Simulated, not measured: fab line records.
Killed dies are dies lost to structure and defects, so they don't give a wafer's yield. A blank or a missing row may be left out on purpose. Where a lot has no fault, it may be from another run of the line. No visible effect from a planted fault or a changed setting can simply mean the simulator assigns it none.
Problem report, 8D (eight disciplines) form, completed by code / flow n5 finfet / the parts of the form that need people (team, actions taken, sign-off) are left out

1. WHAT WENT WRONG
Wafers without a fault read 2888.2 rpm, standard deviation 1.9; spin speed rpm at N5_BEOL_M14_COAT_22 reads a mean of 2288.9 rpm on 6 wafers belonging to 2 lots. That is -99 or more standard deviations from the usual mean.
The step: resist thk 300 nm.
First seen on wafer L275.4, day 15 11:26, on litho track-03. The record has a number at this step for 18 wafers belonging to 6 lots. The rule behind "out" and "out of limits": a value lying over 4 standard deviations away from the usual mean. The rest of the wafers with a number are treated as sound.

2. WHAT THIS IS AND IS NOT
question=which readings at this step | is=spin speed rpm | is not=chill plate temp C
question=which lots | is=L275, L276 | is not=L257, L263, L279, L280
question=which wafers of those lots | is=all that have a number | is not=-
question=read on which tools | is=litho track-03 | is not=litho track-04, litho track-05
question=when | is=from day 15 11:26 | is not=up to then (6 sound wafers); but 6 sound wafers of L279, L280 came after

3. WHAT RULES OUT EACH SUSPECT
Counting: a tool at any process step up to the reading remains a suspect when it ran all the lots that are out and ran no sound lot after the first of those.
- litho track-03 at N5_BEOL_M14_COAT_22 (resist thk 300 nm): kept. All lots that are out passed through it, beginning with L275 at day 15 11:26, and no sound lot followed; its final sound lot before that point was L263 at day 12 13:43. Its own spin speed rpm readings are out on those wafers.
Left after counting: litho track-03 at N5_BEOL_M14_COAT_22.

4. THE CAUSE (what the simulator had put in)
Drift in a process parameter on litho track-03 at N5_BEOL_M14_COAT_22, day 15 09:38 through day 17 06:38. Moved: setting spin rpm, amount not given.
Only this tool survived the counting.

5. SEQUENCE OF EFFECTS, ordered by route
One row per reading whose mean, taken over the struck wafers that have a number, lies over 3 standard deviations from the usual. Readings are gone through only where the record gives a usual standard deviation; hours: the median, over the lots, of the time from a lot's start at the first step in this table giving one to that lot's start at this step; sigmas: the change measured in usual standard deviations.
hours=0; step=N5_BEOL_M14_COAT_22; reading=spin speed rpm; usual=2888.2 rpm; on struck wafers=2288.9; change=-599.3; sigmas=-99 or more
Here are the process steps it includes:
- N5_BEOL_M14_COAT_22: resist thk 300 nm.
Later steps that measure or inspect, where all struck wafers having a row at the step show a number for every such reading and not one has moved that far: N5_BEOL_M14_CD_MEAS_28, N5_BEOL_M14_OVL_MEAS_29, N5_BEOL_M14_INSPECT_30.

6. HOW IT WOULD HAVE BEEN CAUGHT EARLIER
In this record no reading fell out of limits until day 15 11:26, 2 hours after the fault had begun at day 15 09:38.
